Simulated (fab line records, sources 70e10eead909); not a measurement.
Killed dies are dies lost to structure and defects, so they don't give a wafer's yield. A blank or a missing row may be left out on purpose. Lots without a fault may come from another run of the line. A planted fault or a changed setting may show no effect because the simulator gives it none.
Chamber matching | flow nand_harc | NHARC_A_CONTACT_DEP_24 on pecvd-03: 3 sister chambers
The step deposits SiO2, target thk 500 nm. 6 wafers are shown with their chamber, then 7 later ones without.

WAFERS WITH THEIR CHAMBER
wafer  | chamber | heater_power_w (W) | heater_power_outer_w (W)
L082.5 | 0       | 430                | 242
L091.1 | 0       | 380                | 201
L091.2 | 1       | 669                | 395
L091.3 | 2       | 369                | 186
L092.3 | 2       | 356                | 184
L092.4 | 1       | 547                | 304

WAFERS WITHOUT THEIR CHAMBER
wafer  | heater_power_w (W) | heater_power_outer_w (W)
L092.6 | 377                | 200
L094.1 | 354                | 178
L094.3 | 447                | 256
L094.4 | 467                | 261
L095.3 | 657                | 392
L095.4 | 401                | 226
L095.6 | 386                | 208

WHICH CHAMBER EACH WENT THROUGH
wafer  | from the rows above          | in truth
L092.6 | can't be placed: 2 or 0      | 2
L094.1 | can't be placed: 2 or 0      | 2
L094.3 | can't be placed: 0 or 2      | 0
L094.4 | can't be placed: 0 or 2 or 1 | 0
L095.3 | 1                            | 1
L095.4 | can't be placed: 0 or 2      | 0
L095.6 | can't be placed: 0 or 2      | 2
Placed correctly: 1 of 7. Can't be placed from these rows: 6 (the true chamber is among the candidates in 6). Placed wrongly: 0.
How it was worked out, from the rows above alone: a wafer's distance from a chamber is the root of the sum, over the readings, of the square of ((its reading less the chamber's mean) divided by the reading's scatter). The wafer belongs to the nearest chamber; if the next one is less than 2 further off, it can't be placed. A chamber's mean is the mean of its shown wafers. The scatter: the root of (the sum of the squares of (reading less its chamber's mean) over the shown wafers, divided by (wafers less chambers)).
